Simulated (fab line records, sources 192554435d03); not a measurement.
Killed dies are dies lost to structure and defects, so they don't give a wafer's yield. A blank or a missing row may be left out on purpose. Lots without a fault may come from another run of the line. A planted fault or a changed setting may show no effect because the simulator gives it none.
A struck lot beside a sound one | flow n5_finfet | 38 steps out of a route of 1938
Sound: wafers L881.3, L881.4, L881.6. Struck: wafers L876.1, L876.4, L876.5. The cause comes at the end.
At each step with rows: each side's tool, then ch and its chambers, then its first start. Under that, the readings that differ: sound wafers | struck wafers | difference of the means | sigmas: that difference in standard deviations of wafers without a fault.
alike: readings whose means differ by less than 2 such deviations, and words and numbers that are the same on both sides. not compared: withheld readings, readings that some wafer has no value for, bounds like >300 that may hide the same value, and numbers for which the record gives no deviation and whose values overlap.
The two part at a step that has a row with sigmas, a row that says differs or no value, or rows on one side only. Numbers that don't overlap but have no deviation are shown without sigmas and don't part them. A reading that every wafer of one side lacks parts them only if that side has two wafers or more.

first, 11 steps without rows for these wafers: N5_BEOL_M0_SAQP_STRIP_108 (strips in N2/H2); N5_BEOL_M0_SAQP_RECESS_109 (chemistry HF/NH3, target SiO2, target depth 3 nm, afs cycles 1, sublimation time 60 s); N5_BEOL_M0_SAQP_SPACER2_ALD_26 (deposits SiO2, target thk 15 nm, pulse time 1 s, purge time 2 s); N5_BEOL_M0_SAQP_SPACER2_ETCHBACK_27 (etches SiO2 in CHF3/O2, target depth 22.5 nm, time 11.25 s); N5_BEOL_M0_SAQP_MANDREL2_REMOVE_110 (chemistry HBr/Cl2/O2, target a-Si, stops on SiCN, bt time 10 s); N5_BEOL_M0_SAQP_COAT_69 (time 60 s, resist thk 90 nm); N5_BEOL_M0_SAQP_COAT_72 (time 60 s, resist thk 15 nm); N5_BEOL_M0_SAQP_COAT_87 (time 60 s, resist thk 5 nm); N5_BEOL_M0_SAQP_COAT_34 (resist thk 30 nm); N5_BEOL_M0_SAQP_EBR_36; N5_BEOL_M0_SAQP_SOFTBAKE_35 (time 60 s).
N5_BEOL_M0_SAQP_EXPOSE_37: exposes mask M0 CUT1, target cd 30 nm.
  sound on euv_scanner-02 ch 0, day 10 22:31; struck on euv_scanner-01 ch 0, day 9 13:23
  reading                              | sound | struck         | difference | sigmas
  model.BEOL_M0_SAQP.overlay_x_nm (nm) | 0 0 0 | 12.4 12.4 12.4 | +12.4      |
  alike: mask
then, 2 steps without rows for these wafers: N5_BEOL_M0_SAQP_PEB_38 (peb time 60 s); N5_BEOL_M0_SAQP_DEVELOP_39 (develop time 30 s).
N5_BEOL_M0_SAQP_OVL_MEAS_41:
  sound on overlay-02 ch 0, day 10 22:40; struck on overlay-02 ch 0, day 9 13:34
  reading          | sound         | struck         | difference | sigmas
  M0_CUT1_OVL (nm) | -0.6 -0.6 0.1 | 12.3 11.4 11.7 | +12.2      | +17
then, 21 steps without rows for these wafers: N5_BEOL_M0_SAQP_DESCUM_45 (chemistry O2, time 7 s); N5_BEOL_M0_SAQP_ETCH_88 (etches underlayer in N2/H2, target depth 6.5 nm, time 5.2 s); N5_BEOL_M0_SAQP_ETCH_73 (etches SiARC in CF4, target depth 19.5 nm, time 32.5 s); N5_BEOL_M0_SAQP_CUT_ETCH_46 (etches SOC in N2/H2, target depth 135 nm, overetch 27 nm, time 202.5 s); N5_BEOL_M0_SAQP_STRIP_74 (strips in N2/H2); N5_BEOL_M0_SAQP_STRIP_89 (strips in N2/H2); N5_BEOL_M0_SAQP_ALD_48 (deposits SiO2, target thk 20 nm, pulse time 1 s, co reactant pulse time 1 s); N5_BEOL_M0_SAQP_ETCH_49 (etches SiO2 in CF4/O2, target depth 37 nm); N5_BEOL_M0_SAQP_STRIP_75 (strips in CF4); N5_BEOL_M0_CUTY_COAT_50 (time 60 s, resist thk 15 nm); N5_BEOL_M0_CUTY_COAT_51 (resist thk 150 nm); N5_BEOL_M0_CUTY_EBR_52; N5_BEOL_M0_CUTY_SOFTBAKE_53 (time 60 s); N5_BEOL_M0_CUTY_EXPOSE_54 (exposes mask M0 ABLK); N5_BEOL_M0_CUTY_PEB_55 (peb time 60 s); N5_BEOL_M0_CUTY_DEVELOP_56 (develop time 30 s); N5_BEOL_M0_CUTY_DESCUM_61 (chemistry O2, time 7.9 s); N5_BEOL_M0_CUTY_ETCH_62 (etches SiARC in CF4, time 58.5 s); N5_BEOL_M0_CUTY_ETCH_63 (etches SOC in N2/H2, target depth 82.7 nm, overetch 16.5 nm, time 124 s); N5_BEOL_M0_CUTY_STRIP_64 (strips in N2/H2); N5_BEOL_M0_ETCH_138 (etches SiCN in CH3F/O2, target depth 12 nm, time 31.6 s).
-- the record jumps here: 5 days lie between the struck wafers' starts before and after (it left off in module BEOL_M0 and takes up again in module BEOL_M4, whose first step shown is number 1111 of the route) --
N5_BEOL_M4_RC_MEAS_101:
  sound on prober-01 ch 0, day 15 03:02; struck on prober-02 ch 0, day 14 01:43
  reading       | sound          | struck         | difference | sigmas
  ION_P (uA/um) | 446 450 443    | 461 469 465    | +19        | +3
  VT_P (mV)     | -255 -254 -257 | -251 -249 -246 | +7         | +2
  alike: DIBL_N, DIBL_P, IOFF_N, IOFF_P, ION_N, SS_N, SS_P, VT_N
N5_PASSIVATION_PROBE_49:
  the record has rows for the sound wafers here (prober-01, day 19 22:59) and none for the struck ones

WHERE THEY PART
First at N5_BEOL_M0_SAQP_OVL_MEAS_41; last, within this record, at N5_PASSIVATION_PROBE_49.

WHY: what the simulator had put in
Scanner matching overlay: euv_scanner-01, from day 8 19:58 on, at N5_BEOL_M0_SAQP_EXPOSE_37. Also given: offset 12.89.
